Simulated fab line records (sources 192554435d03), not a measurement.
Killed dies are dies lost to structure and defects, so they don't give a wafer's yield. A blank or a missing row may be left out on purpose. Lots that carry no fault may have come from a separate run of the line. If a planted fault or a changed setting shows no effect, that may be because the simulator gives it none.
Which tool was responsible?    flow n5Finfet    Sampling: 12 lots, 36 wafers, 4 of 1938 route steps

WHAT THE GAUGES SHOWED, per wafer
N5_STI_FIN_REVEAL_THK_MEAS_05.
lot   measured     on            thkNm (nm)
L075  day 2 16:44  filmMetro-02  131.3 130.9 130.8
L077  day 3 04:10  filmMetro-01  131.2 132.3 132.2
L079  day 3 15:22  filmMetro-02  135.9 133.5 134.1
L081  day 4 04:28  filmMetro-01  131.1 130.0 131.2
L083  day 4 18:31  filmMetro-02  131.4 131.4 130.8
L085  day 5 06:10  filmMetro-02  132.7 131.7 132.3
L087  day 5 17:31  filmMetro-01  131.0 129.2 131.1
L089  day 6 03:47  filmMetro-01  132.6 132.0 131.2
L091  day 6 22:39  filmMetro-02  130.1 132.9 131.2
L093  day 7 08:21  filmMetro-02  133.0 133.6 132.8
L095  day 7 15:47  filmMetro-02  132.4 132.0 132.8
L097  day 8 04:16  filmMetro-02  132.3 132.2 132.5

WHICH TOOL RAN EACH LOT (tool, then ch and the chambers of the sampled wafers, then the start)
lot   N5_FIN_CUT_CUT_ETCH_28          N5_FIN_CUT_STRIP_22               N5_STI_FIN_REVEAL_ALD_14
L075  rieSi-05 ch 1,2, day 2 11:03    rieDiel-06 ch 2,3, day 2 11:08    aldSin-01 ch 0,1, day 2 11:23
L077  rieSi-04 ch 1,3, day 2 21:53    rieDiel-05 ch 0,1,2, day 2 21:58  aldSin-03 ch 0,1,2, day 2 22:14
L079  rieSi-05 ch 1,3, day 3 09:41    rieDiel-02 ch 0,2,3, day 3 09:46  aldSin-03 ch 0,1, day 3 10:01
L081  rieSi-01 ch 0,1, day 3 22:49    rieDiel-05 ch 0,2,3, day 3 22:53  aldSin-03 ch 0,1,3, day 3 23:07
L083  rieSi-05 ch 0,3, day 4 12:39    rieDiel-02 ch 2,3, day 4 12:49    aldSin-02 ch 1,2, day 4 13:11
L085  rieSi-04 ch 1,2,3, day 5 00:31  rieDiel-05 ch 0,1,2, day 5 00:35  aldSin-02 ch 0,1,3, day 5 00:50
L087  rieSi-01 ch 0,2,3, day 5 10:35  rieDiel-06 ch 0,1,2, day 5 10:43  aldSin-01 ch 0,2,3, day 5 11:34
L089  rieSi-01 ch 0,1,2, day 5 22:08  rieDiel-06 ch 0,2,3, day 5 22:13  aldSin-01 ch 0,2,3, day 5 22:28
L091  rieSi-05 ch 0,2,3, day 6 17:00  rieDiel-02 ch 2,3, day 6 17:04    aldSin-03 ch 1,3, day 6 17:19
L093  rieSi-01 ch 1,2, day 7 01:56    rieDiel-02 ch 0,1,2, day 7 01:59  aldSin-03 ch 2,3, day 7 02:14
L095  rieSi-01 ch 0,1, day 7 10:04    rieDiel-02 ch 0,1,2, day 7 10:10  aldSin-01 ch 0,1, day 7 10:25
L097  rieSi-01 ch 0,2,3, day 7 22:09  rieDiel-05 ch 1,2, day 7 22:29    aldSin-02 ch 1,2, day 7 22:44
- N5_FIN_CUT_CUT_ETCH_28: etches Si in HBr/Cl2/O2, target depth 6 nm, time 2.4 s.
- N5_FIN_CUT_STRIP_22: strips in N2/H2.
- N5_STI_FIN_REVEAL_ALD_14: deposits Si3N4, target thk 3 nm.

THE ANSWER, worked out from the rows above alone
Rule: the usual values come from the lots themselves. The widest of any qualifying gaps counts: lots, ordered by their means at a reading, are off when they make up no more than a third of the lots, leave a main group of 4 or more, and stand apart from it by 3 or more times the standard deviation of that group's means. Not used: any main group whose means are identical at the precision the tables above print for the reading. A lot without any number at a reading at which 4 lots or more have one is off too. The other lots that the step has rows for count as sound.
Across all readings shown, no lot is off: no conclusion can be drawn from this.

WHAT THE SIMULATOR HAD INSERTED
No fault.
